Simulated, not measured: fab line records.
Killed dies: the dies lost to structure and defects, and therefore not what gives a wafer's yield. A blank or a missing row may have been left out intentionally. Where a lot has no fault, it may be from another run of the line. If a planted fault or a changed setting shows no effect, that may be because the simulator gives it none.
The tool behind it: which one?    flow nand-harc    route of 1159 steps, sampled at 1 step: 14 lots, 42 wafers

WHAT THE GAUGES SHOWED, per wafer
NHARC_A_BLC_CD_MEAS_10 targets a cd of 100 nm. Usual: cd-nm at 100.0 nm, with a standard deviation of 0.65.
lot   measured      on         cd-nm (nm)         flag
L260  day 17 10:52  cd-sem-01  101.0 99.9 99.9    
L261  day 17 18:38  cd-sem-03  100.7 100.4 100.0  
L265  day 19 09:40  cd-sem-01  99.7 99.5 99.6     
L266  day 19 15:42  cd-sem-01  100.6 101.6 100.0  
L269  day 20 05:16  cd-sem-02  100.8 99.0 99.3    
L270  day 20 08:36  cd-sem-03  99.4 100.3 99.6    
L274  day 20 20:32  cd-sem-02  99.4 99.1 99.7     
L273  day 21 04:16  cd-sem-01  99.8 100.0 100.5   
L277  day 21 13:26  cd-sem-03  99.8 100.9 100.5   
L275  day 21 15:04  cd-sem-03  100.6 100.2 100.1  
L279  day 22 10:41  cd-sem-01  100.2 100.4 99.7   
L278  day 22 12:40  cd-sem-01  100.8 100.8 100.0  
L280  day 22 18:13  cd-sem-02  99.6 100.0 99.9    
L281  day 23 04:33  cd-sem-02  99.3 99.4 99.6     

WHAT TOOL EACH LOT RAN ON (gives the tool, then ch and the chambers of the sampled wafers, and finally the start)
Before these readings, the record contains no process step.

WHAT THE TOOLS THEMSELVES READ (means of the sampled wafers that have a number; where no wafer has one, the mark that the record gives instead)
The record holds no such reading with a usual standard deviation.

THE ANSWER, worked out from the rows above alone
Rule: take the mean of a lot's wafers that have a number; if it is more than 3 standard deviations from the usual mean, the lot is off. A lot without any number at a reading at which 4 lots or more have one is off too. Any other lot the step has rows for is counted as sound. Order of review: gauges by route order, followed by the tools' own readings, for which a lot's mean as printed above is used. The first step at which some lot is off is used, and at that step the reading that is off furthest; a lot without a number counts as furthest.
Nothing can be told from this: no lot is off at any reading shown.

WHAT HAD BEEN PUT IN BY THE SIMULATOR
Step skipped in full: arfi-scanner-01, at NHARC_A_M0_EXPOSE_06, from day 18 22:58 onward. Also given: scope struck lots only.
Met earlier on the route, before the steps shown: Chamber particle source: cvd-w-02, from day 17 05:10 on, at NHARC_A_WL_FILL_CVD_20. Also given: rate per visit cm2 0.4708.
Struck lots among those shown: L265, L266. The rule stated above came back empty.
